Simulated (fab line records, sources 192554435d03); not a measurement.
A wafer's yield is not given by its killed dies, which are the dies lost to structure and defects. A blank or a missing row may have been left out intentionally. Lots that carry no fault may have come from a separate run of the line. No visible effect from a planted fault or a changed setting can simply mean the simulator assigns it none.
Chamber matching | flow n5 finfet | 3 sister chambers for N5_BEOL_M0_SAQP_PECVD_00 on pecvd-04
The step deposits SiCN from 3MS/NH3, target thk 8 nm, time 14 s. 3 wafers are shown with their chamber, then 9 later ones without.

WAFERS PAIRED WITH THEIR CHAMBERS
wafer  | chamber | throttle valve pct (%)
L082.1 | 0       | 9.2
L088.3 | 2       | 8.6
L088.5 | 1       | 9.5

WAFERS WHOSE CHAMBER IS MISSING
wafer  | throttle valve pct (%)
L089.1 | 8.7
L089.5 | 9.6
L089.6 | 9.5
L090.2 | 9.5
L090.5 | 9.6
L090.6 | 9.4
L094.1 | 9.4
L094.2 | 9.5
L094.3 | 8.6

THE CHAMBER EACH PASSED THROUGH
wafer  | from the rows above     | in truth
L089.1 | 2                       | 2
L089.5 | 1                       | 1
L089.6 | 1                       | 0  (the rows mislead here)
L090.2 | 1                       | 1
L090.5 | 1                       | 1
L090.6 | can't be placed: 1 or 0 | 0
L094.1 | can't be placed: 1 or 0 | 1
L094.2 | 1                       | 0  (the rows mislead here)
L094.3 | 2                       | 2
Correctly placed: 5 of 9. Unplaceable from these rows: 2, with the true chamber sitting among the candidates in 2. Wrongly placed: 2.
How it was worked out, from the rows above alone: a wafer's distance from a chamber is the root of the sum, over the readings, of the square of ((its reading less the chamber's mean) divided by the reading's scatter). If the next closest chamber is less than 2 further off than the closest, the wafer can't be placed; otherwise it belongs to the closest. A chamber's mean is the mean of its shown wafers. The scatter: root of mean squared gap, hidden wafer to nearest shown wafer, with one shown wafer a chamber.
